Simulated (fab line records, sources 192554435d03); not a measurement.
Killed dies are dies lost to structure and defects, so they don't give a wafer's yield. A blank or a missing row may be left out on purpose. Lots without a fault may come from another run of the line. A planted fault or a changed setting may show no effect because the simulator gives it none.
Which tool did it? | flow n5_finfet | 7 lots, 21 wafers sampled, at 8 steps of a route of 1938

WHAT THE GAUGES READ, wafer by wafer
N5_BEOL_M4_OVL_MEAS_29. Usual: V3_OVL 0.1 nm, standard deviation 0.87.
lot  | measured     | on         | V3_OVL (nm)    | flag
L846 | day 9 12:38  | overlay-01 | 2.0 0.6 1.9    |
L849 | day 9 17:28  | overlay-02 | 0.9 1.5 0.1    |
L850 | day 10 09:14 | overlay-01 | 0.9 -1.1 0.2   |
L857 | day 11 22:21 | overlay-02 | -0.2 -1.6 -0.7 |
L858 | day 12 22:13 | overlay-02 | -1.4 -0.1 -0.6 |
L859 | day 13 01:52 | overlay-02 | 1.0 1.2 0.1    |
L862 | day 13 03:10 | overlay-02 | 0.8 -0.2 1.5   |

N5_BEOL_M4_OCD_MEAS_38. Usual: trench_depth_nm 55.7 nm, standard deviation 0.94.
lot  | measured     | on     | trench_depth_nm (nm) | flag
L846 | day 9 16:05  | ocd-01 | 55.9 55.6 55.1       |
L849 | day 10 13:14 | ocd-01 | 55.1 55.9 54.9       |
L850 | day 10 16:14 | ocd-01 | 55.5 55.4 54.1       |
L857 | day 12 01:15 | ocd-01 | 57.2 56.9 55.7       |
L858 | day 13 00:26 | ocd-02 | 70.7 55.4 58.3       | OFF
L859 | day 13 02:56 | ocd-01 | 70.6 55.0 54.9       | OFF
L862 | day 13 05:19 | ocd-02 | 55.7 56.3 54.9       |

N5_BEOL_M4_THK_MEAS_53: measures by xrf. Usual: M4_THK 41.0 nm, standard deviation 1.2.
lot  | measured     | on            | M4_THK (nm)    | flag
L846 | day 9 20:04  | film_metro-01 | 40.7 42.2 40.3 |
L849 | day 10 17:06 | film_metro-02 | 42.6 42.7 43.1 |
L850 | day 10 19:58 | film_metro-01 | 40.8 41.2 39.8 |
L857 | day 12 05:40 | film_metro-02 | 43.2 41.1 41.7 |
L858 | day 13 03:59 | film_metro-02 | 55.0 40.5 43.2 | OFF
L859 | day 13 07:11 | film_metro-01 | 56.4 38.6 39.1 | OFF
L862 | day 13 09:32 | film_metro-01 | 41.1 43.1 41.2 |

N5_BEOL_M4_RS_MEAS_58: measures by four-point-probe. Usual: M4_RS 0.666 ohm/sq, standard deviation 0.025.
lot  | measured     | on            | M4_RS (ohm/sq)    | flag
L846 | day 9 20:23  | film_metro-01 | 0.679 0.643 0.685 |
L849 | day 10 17:25 | film_metro-02 | 0.633 0.629 0.620 |
L850 | day 10 20:17 | film_metro-01 | 0.670 0.664 0.693 |
L857 | day 12 05:56 | film_metro-02 | 0.614 0.652 0.637 |
L858 | day 13 04:19 | film_metro-01 | 0.457 0.675 0.620 | OFF
L859 | day 13 07:30 | film_metro-01 | 0.443 0.721 0.706 |
L862 | day 13 09:47 | film_metro-02 | 0.668 0.627 0.665 |

N5_BEOL_M4_RC_MEAS_101. Usual: DIBL_N 36.4 mV/V, standard deviation 1.4; DIBL_P 36.3 mV/V, standard deviation 1.5; IOFF_N 0.162 nA/um, standard deviation 0.023; IOFF_P 0.211 nA/um, standard deviation 0.027; ION_N 676 uA/um, standard deviation 9.7; ION_P 463 uA/um, standard deviation 6.4; SERP_M4 199 ohm/um, standard deviation 13; SERP_M4_max_site 211 ohm/um, standard deviation 15; SS_N 71.5 mV/dec, standard deviation 0.5; SS_P 73.3 mV/dec, standard deviation 0.6; VT_N 249.3 mV, standard deviation 2.5; VT_P -249.9 mV, standard deviation 2.8.
lot  | measured     | on        | DIBL_N (mV/V)  | DIBL_P (mV/V)  | IOFF_N (nA/um)    | IOFF_P (nA/um)    | ION_N (uA/um) | ION_P (uA/um) | SERP_M4 (ohm/um) | SERP_M4_max_site (ohm/um) | SS_N (mV/dec)  | SS_P (mV/dec)  | VT_N (mV)         | VT_P (mV)            | flag
L846 | day 9 20:55  | prober-01 | 33.7 36.4 37.4 | 33.6 36.3 38.2 | 0.121 0.162 0.174 | 0.176 0.223 0.237 | 664 671 670   | 462 461 458   | 206 197 223      | 232 213 230               | 70.7 70.9 71.6 | 72.0 72.7 73.3 | 253.4 249.2 249.3 | -253.6 -250.1 -247.8 |
L849 | day 10 17:31 | prober-02 | 35.0 35.8 35.3 | 36.0 36.0 36.2 | 0.133 0.146 0.143 | 0.176 0.171 0.181 | 668 657 675   | 463 446 459   | 183 200 181      | 192 212 187               | 71.6 71.3 71.8 | 73.2 72.7 73.3 | 250.4 252.2 248.1 | -252.8 -252.0 -255.4 |
L850 | day 10 20:30 | prober-01 | 35.7 36.9 37.6 | 34.9 36.0 35.8 | 0.142 0.154 0.162 | 0.204 0.207 0.207 | 672 660 661   | 468 459 452   | 208 197 203      | 215 203 219               | 71.3 71.2 72.1 | 72.5 73.3 72.9 | 249.4 246.6 251.6 | -246.3 -248.5 -247.9 |
L857 | day 12 05:59 | prober-02 | 40.7 37.8 38.3 | 39.0 36.8 36.3 | 0.230 0.179 0.175 | 0.267 0.214 0.209 | 675 682 669   | 460 466 454   | 186 185 182      | 195 190 198               | 72.9 71.9 72.8 | 74.4 74.1 73.3 | 247.4 247.4 249.5 | -248.4 -249.9 -248.8 |
L858 | day 13 04:40 | prober-02 | 35.7 36.4 36.1 | 35.6 37.2 36.2 | 0.161 0.173 0.163 | 0.188 0.212 0.193 | 681 675 689   | 458 457 462   | 138 198 194      | 147 219 202               | 72.2 71.8 71.4 | 73.8 74.8 73.2 | 249.8 248.5 250.0 | -252.5 -249.4 -252.2 |
L859 | day 13 07:33 | prober-02 | 36.0 36.4 36.4 | 34.2 33.9 35.0 | 0.153 0.162 0.162 | 0.213 0.216 0.231 | 670 661 665   | 462 457 466   | 127 201 203      | 139 220 211               | 71.6 71.6 71.4 | 73.0 71.9 73.6 | 250.2 250.8 250.8 | -250.2 -246.2 -248.0 |
L862 | day 13 09:50 | prober-02 | 34.1 37.0 35.6 | 32.7 36.4 35.0 | 0.122 0.164 0.149 | 0.172 0.225 0.198 | 674 673 691   | 465 463 470   | 187 168 199      | 197 182 208               | 70.9 71.6 71.2 | 72.6 73.3 73.7 | 252.4 248.5 247.3 | -251.9 -248.6 -248.5 |

WHICH TOOL RAN EACH LOT (tool, then ch and the chambers of the sampled wafers, then the start)
lot  | N5_BEOL_M4_VIA_ETCH_34             | N5_BEOL_M4_STRIP_36                | N5_BEOL_M4_TRENCH_ETCH_37
L846 | rie_diel-06 ch 0,1, day 9 15:50    | rie_diel-06 ch 0,1, day 9 15:53    | rie_diel-06 ch 0,1, day 9 15:56
L849 | rie_diel-06 ch 0,1,2, day 10 12:58 | rie_diel-06 ch 0,1,2, day 10 13:02 | rie_diel-06 ch 0,1,2, day 10 13:04
L850 | rie_diel-06 ch 1,2,3, day 10 15:59 | rie_diel-06 ch 1,2,3, day 10 16:02 | rie_diel-06 ch 1,2,3, day 10 16:05
L857 | rie_diel-04 ch 0,2, day 12 01:00   | rie_diel-04 ch 0,2, day 12 01:04   | rie_diel-04 ch 0,2, day 12 01:06
L858 | rie_diel-06 ch 0,1,3, day 13 00:11 | rie_diel-06 ch 0,1,3, day 13 00:15 | rie_diel-06 ch 0,1,3, day 13 00:17
L859 | rie_diel-06 ch 0,1,2, day 13 02:41 | rie_diel-06 ch 0,1,2, day 13 02:44 | rie_diel-06 ch 0,1,2, day 13 02:47
L862 | rie_diel-02 ch 0,1, day 13 05:04   | rie_diel-02 ch 0,1, day 13 05:07   | rie_diel-02 ch 0,1, day 13 05:10
- N5_BEOL_M4_VIA_ETCH_34: etches the open film in C4F6/O2, target depth 69.4 nm, time 65.9 s.
- N5_BEOL_M4_STRIP_36: strips in N2/H2.
- N5_BEOL_M4_TRENCH_ETCH_37: etches SiOC in C4F6/O2, target depth 55.555 nm, time 29.2 s.

WHAT THE TOOLS THEMSELVES READ (means of the sampled wafers that have a number; where no wafer has one, the mark that the record gives instead)
N5_BEOL_M4_VIA_ETCH_34. Usual: C4F6_flow_sccm 10.00 sccm, standard deviation 0.03; drypump_motor_current_A 5.6 A, standard deviation 0.51; oes_product_au 0.81 a.u., standard deviation 0.086; rf_vpp_V 664 V, standard deviation 6.2; showerhead_plenum_p_Torr 2.85 Torr, standard deviation 0.071; throttle_valve_pct 30.68 %, standard deviation 0.17.
lot  | tool        | C4F6_flow_sccm (sccm) | drypump_motor_current_A (A) | oes_product_au (a.u.) | rf_vpp_V (V) | showerhead_plenum_p_Torr (Torr) | throttle_valve_pct (%) | flag
L846 | rie_diel-06 | 10.00                 | 5.6                         | 0.76                  | 662          | 2.84                            | 30.67                  |
L849 | rie_diel-06 | 10.02                 | 5.7                         | 0.81                  | 663          | 2.82                            | 30.72                  |
L850 | rie_diel-06 | 9.99                  | 5.5                         | 0.80                  | 662          | 2.82                            | 30.79                  |
L857 | rie_diel-04 | 9.98                  | 5.9                         | 0.82                  | 671          | 2.88                            | 30.45                  |
L858 | rie_diel-06 | 10.01                 | 5.4                         | 0.83                  | 661          | 2.82                            | 30.66                  |
L859 | rie_diel-06 | 9.99                  | 5.7                         | 0.77                  | 663          | 2.81                            | 30.75                  |
L862 | rie_diel-02 | 10.00                 | 5.6                         | 0.87                  | 661          | 2.93                            | 30.67                  |

N5_BEOL_M4_STRIP_36. Usual: drypump_motor_current_A 5.6 A, standard deviation 0.51; oes_product_au 0.81 a.u., standard deviation 0.086; rf_vpp_V 59.4 V, standard deviation 1.5; showerhead_plenum_p_Torr 2.54 Torr, standard deviation 0.065; throttle_valve_pct 23.62 %, standard deviation 0.25.
lot  | tool        | drypump_motor_current_A (A) | oes_product_au (a.u.) | rf_vpp_V (V) | showerhead_plenum_p_Torr (Torr) | throttle_valve_pct (%) | flag
L846 | rie_diel-06 | 5.6                         | 0.77                  | 57.6         | 2.54                            | 23.60                  |
L849 | rie_diel-06 | 5.7                         | 0.80                  | 60.3         | 2.52                            | 23.62                  |
L850 | rie_diel-06 | 5.5                         | 0.80                  | 60.1         | 2.52                            | 23.71                  |
L857 | rie_diel-04 | 5.9                         | 0.83                  | 59.7         | 2.56                            | 23.18                  |
L858 | rie_diel-06 | 5.4                         | 0.84                  | 59.2         | 2.53                            | 23.62                  |
L859 | rie_diel-06 | 5.7                         | 0.77                  | 58.8         | 2.51                            | 23.63                  |
L862 | rie_diel-02 | 5.6                         | 0.89                  | 61.0         | 2.62                            | 23.51                  |

N5_BEOL_M4_TRENCH_ETCH_37. Usual: C4F6_flow_sccm 10.00 sccm, standard deviation 0.032; drypump_motor_current_A 5.6 A, standard deviation 0.52; oes_product_au 0.81 a.u., standard deviation 0.086; rf_vpp_V 664 V, standard deviation 6.1; showerhead_plenum_p_Torr 2.85 Torr, standard deviation 0.071; throttle_valve_pct 20.79 %, standard deviation 0.17.
lot  | tool        | C4F6_flow_sccm (sccm) | drypump_motor_current_A (A) | oes_product_au (a.u.) | rf_vpp_V (V) | showerhead_plenum_p_Torr (Torr) | throttle_valve_pct (%) | flag
L846 | rie_diel-06 | 10.00                 | 5.6                         | 0.77                  | 663          | 2.85                            | 20.84                  |
L849 | rie_diel-06 | 9.99                  | 5.7                         | 0.80                  | 663          | 2.83                            | 20.84                  |
L850 | rie_diel-06 | 9.98                  | 5.5                         | 0.80                  | 662          | 2.83                            | 20.90                  |
L857 | rie_diel-04 | 9.99                  | 5.9                         | 0.82                  | 670          | 2.89                            | 20.53                  |
L858 | rie_diel-06 | 10.00                 | 5.4                         | 0.88                  | 661          | 2.83                            | 20.82                  |
L859 | rie_diel-06 | 10.00                 | 5.7                         | 0.81                  | 663          | 2.82                            | 20.89                  |
L862 | rie_diel-02 | 9.96                  | 5.6                         | 0.87                  | 662          | 2.94                            | 20.77                  |

THE ANSWER, worked out from the rows above alone
Rule: a lot is off if the mean of its wafers that have a number lies more than 3 standard deviations from the usual mean. A lot without any number at a reading at which 4 lots or more have one is off too. The other lots that the step has rows for count as sound. The gauges are gone through in route order, then the tools' own readings, and for those a lot's mean is taken as printed above. The first step at which some lot is off is used, and at that step the reading that is off furthest; a lot without a number counts as furthest.
Off: L858, L859, at N5_BEOL_M4_OCD_MEAS_38 (trench_depth_nm).
A tool fits if, at a process step before that reading, it ran every lot that is off, and no sound lot after the first of them. The gauges at N5_BEOL_M4_OCD_MEAS_38 aren't tried: what is off there is off at N5_BEOL_M4_THK_MEAS_53 too, on other tools, and a gauge's error can't cause that. One fits: rie_diel-06 at N5_BEOL_M4_VIA_ETCH_34 and N5_BEOL_M4_STRIP_36 and N5_BEOL_M4_TRENCH_ETCH_37. At N5_BEOL_M4_VIA_ETCH_34 its last sound lot is L850 (day 10 15:59), its first lot that is off L858 (day 13 00:11): a fault that began between those two fits.

WHAT THE SIMULATOR HAD PUT IN
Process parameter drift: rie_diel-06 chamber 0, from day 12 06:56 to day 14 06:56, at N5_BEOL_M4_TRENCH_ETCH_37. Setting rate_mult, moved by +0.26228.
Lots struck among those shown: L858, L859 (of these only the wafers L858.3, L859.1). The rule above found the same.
